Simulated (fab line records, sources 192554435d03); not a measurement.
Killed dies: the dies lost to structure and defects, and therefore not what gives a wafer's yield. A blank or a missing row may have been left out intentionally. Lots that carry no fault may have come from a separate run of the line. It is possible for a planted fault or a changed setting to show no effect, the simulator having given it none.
What tool caused it? -- flow n5-finfet -- Sampling: 11 lots, 31 wafers, 4 of 1938 route steps

WHAT THE GAUGES SHOWED, per wafer
The record lacks any reading of a measuring or inspecting step that a usual standard deviation could be used to judge.

TOOL THAT RAN EACH LOT (tool first, then ch and the chambers of the sampled wafers, then the start)
lot,N5_MIM_TOP_DEGAS_04,N5_MIM_TOP_SPUTTER_03,N5_MIM_TOP_ETCH_STRIP_01,N5_MIM_BOT_ETCH_ETCH_04
L420,"pvd-sputter-02, day 12 17:35","pvd-sputter-02, day 12 17:38","rie-diel-04 ch 0,2,3, day 12 18:30","rie-diel-03 ch 0,1,2, day 12 19:05"
L421,"pvd-sputter-02, day 12 17:43","pvd-sputter-02, day 12 17:45","rie-diel-06 ch 0,1,2, day 12 18:47","rie-diel-01 ch 0,2,3, day 12 19:30"
L424,"pvd-sputter-03, day 14 18:23","pvd-sputter-03, day 14 18:25","rie-diel-06 ch 0,1, day 14 20:07","rie-diel-05 ch 0,3, day 14 21:31"
L425,"pvd-sputter-02, day 16 01:57","pvd-sputter-02, day 16 01:59","rie-diel-04 ch 0,2,3, day 16 02:42","rie-diel-03 ch 1,2, day 16 03:24"
L432,"pvd-sputter-02, day 17 17:16","pvd-sputter-02, day 17 17:18","rie-diel-02 ch 1, day 17 18:14","rie-diel-05 ch 0,3, day 17 18:50"
L435,"pvd-sputter-01, day 17 20:19","pvd-sputter-01, day 17 20:21","rie-diel-06 ch 0,3, day 17 21:35","rie-diel-05 ch 0, day 17 22:11"
L437,"pvd-sputter-03, day 18 23:08","pvd-sputter-03, day 18 23:11","rie-diel-06 ch 0,2, day 19 00:12","rie-diel-05 ch 0,3, day 19 00:54"
L439,"pvd-sputter-03, day 19 13:48","pvd-sputter-03, day 19 13:50","rie-diel-06 ch 1,2, day 19 15:29","rie-diel-03 ch 0,1,2, day 19 16:11"
L441,"pvd-sputter-01, day 19 14:31","pvd-sputter-01, day 19 14:33","rie-diel-04 ch 0,3, day 19 15:48","rie-diel-03 ch 0,1,3, day 19 16:23"
L442,"pvd-sputter-01, day 19 14:40","pvd-sputter-01, day 19 14:43","rie-diel-04 ch 0,1, day 19 15:59","rie-diel-03 ch 1,2, day 19 16:34"
L440,"pvd-sputter-02, day 19 14:50","pvd-sputter-02, day 19 14:52","rie-diel-04 ch 0,1,2, day 19 16:06","rie-diel-03 ch 1,2,3, day 19 16:49"
- N5_MIM_TOP_DEGAS_04: time 60 s.
- N5_MIM_TOP_SPUTTER_03: material TiN, target thk 35 nm, time 89.7 s.
- N5_MIM_TOP_ETCH_STRIP_01: strips in O2.
- N5_MIM_BOT_ETCH_ETCH_04: etches SiNx in CF4/O2, target depth 26 nm, time 13 s.

AS READ BY THE TOOLS THEMSELVES (means over the sampled wafers that have a number; for cases with no such wafer, the mark the record gives instead)
N5_MIM_TOP_DEGAS_04. Usual: heater-power-w reads 452 W (standard deviation 36).
lot,tool,heater-power-w (W),flag
L420,pvd-sputter-02,418,
L421,pvd-sputter-02,446,
L424,pvd-sputter-03,432,
L425,pvd-sputter-02,439,
L432,pvd-sputter-02,448,
L435,pvd-sputter-01,450,
L437,pvd-sputter-03,447,
L439,pvd-sputter-03,463,
L441,pvd-sputter-01,469,
L442,pvd-sputter-01,478,
L440,pvd-sputter-02,436,

N5_MIM_TOP_SPUTTER_03. Usual: throttle-valve-pct reads 30.2 % (standard deviation 0.77).
lot,tool,throttle-valve-pct (%),flag
L420,pvd-sputter-02,29.8,
L421,pvd-sputter-02,30.8,
L424,pvd-sputter-03,30.4,
L425,pvd-sputter-02,30.0,
L432,pvd-sputter-02,31.1,
L435,pvd-sputter-01,31.1,
L437,pvd-sputter-03,29.9,
L439,pvd-sputter-03,29.9,
L441,pvd-sputter-01,31.0,
L442,pvd-sputter-01,30.5,
L440,pvd-sputter-02,30.2,

N5_MIM_TOP_ETCH_STRIP_01. Usual: drypump-motor-current-A 5.6 A, standard deviation 0.37; o2-flow-sccm 225.1 sccm, standard deviation 0.72; oes-product-au 0.83 a.u., standard deviation 0.1; rf-vpp-V 3.5 V, standard deviation 1.4; showerhead-plenum-p-Torr 2.09 Torr, standard deviation 0.08; throttle-valve-pct 16.57 %, standard deviation 0.22.
lot,tool,drypump-motor-current-A (A),o2-flow-sccm (sccm),oes-product-au (a.u.),rf-vpp-V (V),showerhead-plenum-p-Torr (Torr),throttle-valve-pct (%),flag
L420,rie-diel-04,5.5,224.7,0.76,4.4,2.10,16.75,
L421,rie-diel-06,5.3,224.2,0.75,3.9,2.07,16.64,
L424,rie-diel-06,5.1,225.7,0.77,5.0,2.03,16.60,
L425,rie-diel-04,5.5,225.1,0.82,4.7,2.09,16.64,
L432,rie-diel-02,6.0,224.5,0.68,5.8,1.97,16.46,
L435,rie-diel-06,5.2,225.2,0.74,3.5,2.02,16.88,
L437,rie-diel-06,5.0,223.9,0.82,3.4,2.08,16.56,
L439,rie-diel-06,5.5,225.1,0.91,4.1,2.20,16.32,
L441,rie-diel-04,5.7,225.2,0.86,2.8,2.04,16.53,
L442,rie-diel-04,6.1,224.6,0.84,3.2,2.16,16.55,
L440,rie-diel-04,5.8,224.8,0.77,2.2,2.14,16.68,

N5_MIM_BOT_ETCH_ETCH_04. Usual: drypump-motor-current-A 5.9 A, standard deviation 0.48; oes_ar_750_au 0.80 a.u., standard deviation 0.059; oes-product-au 0.80 a.u., standard deviation 0.066; rf-vpp-V 238 V, standard deviation 4.3; showerhead-plenum-p-Torr 2.18 Torr, standard deviation 0.066; throttle-valve-pct 16.00 %, standard deviation 0.17.
lot,tool,drypump-motor-current-A (A),oes_ar_750_au (a.u.),oes-product-au (a.u.),rf-vpp-V (V),showerhead-plenum-p-Torr (Torr),throttle-valve-pct (%),flag
L420,rie-diel-03,6.4,0.82,0.81,235,2.20,16.02,
L421,rie-diel-01,5.6,0.72,0.71,239,2.13,16.06,
L424,rie-diel-05,5.4,0.83,0.82,236,2.21,15.91,
L425,rie-diel-03,6.6,0.81,0.80,234,2.22,15.97,
L432,rie-diel-05,5.5,0.80,0.93,238,2.19,15.92,
L435,rie-diel-05,5.3,0.78,0.89,236,2.23,16.08,
L437,rie-diel-05,5.5,0.80,0.88,239,2.18,15.89,
L439,rie-diel-03,6.4,0.77,0.76,236,2.18,16.12,
L441,rie-diel-03,6.0,0.79,0.78,240,2.19,16.09,
L442,rie-diel-03,6.6,0.78,0.77,233,2.22,16.15,
L440,rie-diel-03,6.2,0.80,0.79,237,2.22,16.13,

THE ANSWER, worked out from the rows above alone
Rule: lot off if the mean of its wafers having a number is beyond 3 standard deviations from the usual mean. Also off: a lot with no number at a reading for which 4 or more lots have one. Any other lot the step has rows for is counted as sound. The gauges are gone through in route order, then the tools' own readings, and for those a lot's mean is taken as printed above. The first step at which some lot is off is used, and at that step the reading that is off furthest; a lot without a number counts as furthest.
None of the lots is off at any reading shown; this tells nothing.

WHAT THE SIMULATOR PUT IN
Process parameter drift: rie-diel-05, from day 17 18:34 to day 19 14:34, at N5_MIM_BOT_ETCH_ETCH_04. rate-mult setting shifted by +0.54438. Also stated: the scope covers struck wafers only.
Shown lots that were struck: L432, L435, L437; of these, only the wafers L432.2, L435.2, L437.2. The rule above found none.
